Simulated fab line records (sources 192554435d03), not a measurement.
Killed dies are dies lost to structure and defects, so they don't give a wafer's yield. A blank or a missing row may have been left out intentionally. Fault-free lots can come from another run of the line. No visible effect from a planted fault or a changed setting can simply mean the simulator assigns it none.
Split-lot study / flow n5_finfet / on a route of 1938 steps: 7 lots, 21 wafers read

== SPLIT DETAILS ==
At N5_BEOL_M13_ILD_DEP_00 (deposits SiOC from DEMS/O2, target thk 837.92 nm, time 166.4 s), the setting time_s was moved away from the recipe's 166.4 s on 9 of the 21 wafers read, by -13.1% to +7.9%. This setting was run at the recipe's value on the other wafers.

There is no step in the file separating the split from the reading.

== THE READING ==
Values of M13_ILD_THK in nm from N5_BEOL_M13_THK_MEAS_01. On this fab line, fault-free wafers typically give 832 nm with a standard deviation of 12 nm.

wafer=L080.1; tool, chamber at the split=pecvd-04, 0; time_s as run, s=166.4; against the recipe=recipe; M13_ILD_THK, nm=817; against lot-mates on the recipe=-
wafer=L080.2; tool, chamber at the split=pecvd-04, 1; time_s as run, s=166.4; against the recipe=recipe; M13_ILD_THK, nm=824; against lot-mates on the recipe=-
wafer=L080.6; tool, chamber at the split=pecvd-04, 1; time_s as run, s=179.5; against the recipe=+7.9%; M13_ILD_THK, nm=901; against lot-mates on the recipe=+80
wafer=L081.2; tool, chamber at the split=pecvd-04, 1; time_s as run, s=144.6; against the recipe=-13.1%; M13_ILD_THK, nm=721; against lot-mates on the recipe=-123
wafer=L081.5; tool, chamber at the split=pecvd-04, 0; time_s as run, s=144.6; against the recipe=-13.1%; M13_ILD_THK, nm=722; against lot-mates on the recipe=-122
wafer=L081.6; tool, chamber at the split=pecvd-04, 1; time_s as run, s=166.4; against the recipe=recipe; M13_ILD_THK, nm=844; against lot-mates on the recipe=-
wafer=L083.1; tool, chamber at the split=pecvd-03, 0; time_s as run, s=166.4; against the recipe=recipe; M13_ILD_THK, nm=820; against lot-mates on the recipe=-
wafer=L083.2; tool, chamber at the split=pecvd-03, 2; time_s as run, s=166.4; against the recipe=recipe; M13_ILD_THK, nm=821; against lot-mates on the recipe=-
wafer=L083.6; tool, chamber at the split=pecvd-03, 0; time_s as run, s=178.8; against the recipe=+7.5%; M13_ILD_THK, nm=899; against lot-mates on the recipe=+78
wafer=L087.2; tool, chamber at the split=pecvd-02, 0; time_s as run, s=166.4; against the recipe=recipe; M13_ILD_THK, nm=835; against lot-mates on the recipe=-
wafer=L087.5; tool, chamber at the split=pecvd-02, 2; time_s as run, s=166.4; against the recipe=recipe; M13_ILD_THK, nm=844; against lot-mates on the recipe=-
wafer=L087.6; tool, chamber at the split=pecvd-02, 0; time_s as run, s=166.4; against the recipe=recipe; M13_ILD_THK, nm=853; against lot-mates on the recipe=-
wafer=L089.1; tool, chamber at the split=pecvd-04, 1; time_s as run, s=145.5; against the recipe=-12.6%; M13_ILD_THK, nm=725; against lot-mates on the recipe=-116
wafer=L089.3; tool, chamber at the split=pecvd-04, 2; time_s as run, s=166.4; against the recipe=recipe; M13_ILD_THK, nm=841; against lot-mates on the recipe=-
wafer=L089.4; tool, chamber at the split=pecvd-04, 1; time_s as run, s=145.5; against the recipe=-12.6%; M13_ILD_THK, nm=747; against lot-mates on the recipe=-94
wafer=L092.1; tool, chamber at the split=pecvd-04, 0; time_s as run, s=166.4; against the recipe=recipe; M13_ILD_THK, nm=809; against lot-mates on the recipe=-
wafer=L092.3; tool, chamber at the split=pecvd-04, 1; time_s as run, s=146.7; against the recipe=-11.8%; M13_ILD_THK, nm=714; against lot-mates on the recipe=-96
wafer=L092.5; tool, chamber at the split=pecvd-04, 0; time_s as run, s=166.4; against the recipe=recipe; M13_ILD_THK, nm=811; against lot-mates on the recipe=-
wafer=L096.1; tool, chamber at the split=pecvd-02, 1; time_s as run, s=166.4; against the recipe=recipe; M13_ILD_THK, nm=835; against lot-mates on the recipe=-
wafer=L096.3; tool, chamber at the split=pecvd-02, 0; time_s as run, s=178.3; against the recipe=+7.2%; M13_ILD_THK, nm=893; against lot-mates on the recipe=+58
wafer=L096.6; tool, chamber at the split=pecvd-02, 2; time_s as run, s=178.3; against the recipe=+7.2%; M13_ILD_THK, nm=901; against lot-mates on the recipe=+66

FIT RESULTS
A straight line over all 21 wafers: M13_ILD_THK changes by +8.5 nm for each +1% of time_s; r = +0.98; the points scatter about the line by 13 nm.
The same after taking each lot's own level away (the mean of its wafers on the recipe; 21 wafers): +8.97 nm for each +1%; r = +0.99; scatter 7 nm.
The reading moves by 1.2e+02 nm for the largest change in time_s, on that fit.
Measured against the standard deviation above, the lots' own levels, which go from 810.0 to 844.0 nm, span 2.8 times it.
The two slopes agree, so the slope changes little with the lot-to-lot level.
Check: for one of the wafers moved furthest among these (-13.1%), held out of the fit, the line's prediction against its lot-mates is -114 nm. It came out at -123 nm against them.

== FURTHER SPLITS ON THESE WAFERS ==
Note: prior to the reading, these wafers also went through further splits. Each is held against what the fit with the lots' levels taken away leaves over:
other split on the same wafers=N5_BEOL_M8_COAT_22 spin_rpm; wafers away from the commonest value=9; r with M13_ILD_THK (lot level and that fit taken away)=+0.19
other split on the same wafers=N5_BEOL_M9_TRENCH_ETCH_37 source_w; wafers away from the commonest value=2; r with M13_ILD_THK (lot level and that fit taken away)=+0.07
other split on the same wafers=N5_BEOL_M10_ETCH_62 time_s; wafers away from the commonest value=8; r with M13_ILD_THK (lot level and that fit taken away)=+0.01
other split on the same wafers=N5_BEOL_M10_PEB_26 peb_time_s; wafers away from the commonest value=3; r with M13_ILD_THK (lot level and that fit taken away)=+0.10
other split on the same wafers=N5_BEOL_M11_TRENCH_ETCH_37 bias_w; wafers away from the commonest value=8; r with M13_ILD_THK (lot level and that fit taken away)=+0.11
other split on the same wafers=N5_BEOL_M12_EXPOSE_07 dose_mj; wafers away from the commonest value=4; r with M13_ILD_THK (lot level and that fit taken away)=-0.15

== THE WHOLE CHAIN: every reading that the file lists as answering this split, in the file's order ==
step=N5_BEOL_M13_ILD_DEP_00; what it does=deposits SiOC from DEMS/O2, target thk 837.92 nm, time 166.4 s; reading=SiOC_of_BEOL_M13_ILD_DEP_00.thk_nm (the simulator's own value, which no gauge read); change (the file's fit)=+8.99 nm for each +1% of the setting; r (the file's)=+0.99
step=N5_BEOL_M13_THK_MEAS_01; what it does=; reading=M13_ILD_THK; change (the file's fit)=+8.98 for each +1% of the setting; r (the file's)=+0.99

== THE FILE'S OWN FIT ==
M13_ILD_THK changes by +8.98 nm for each +1% of time_s, r = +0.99.
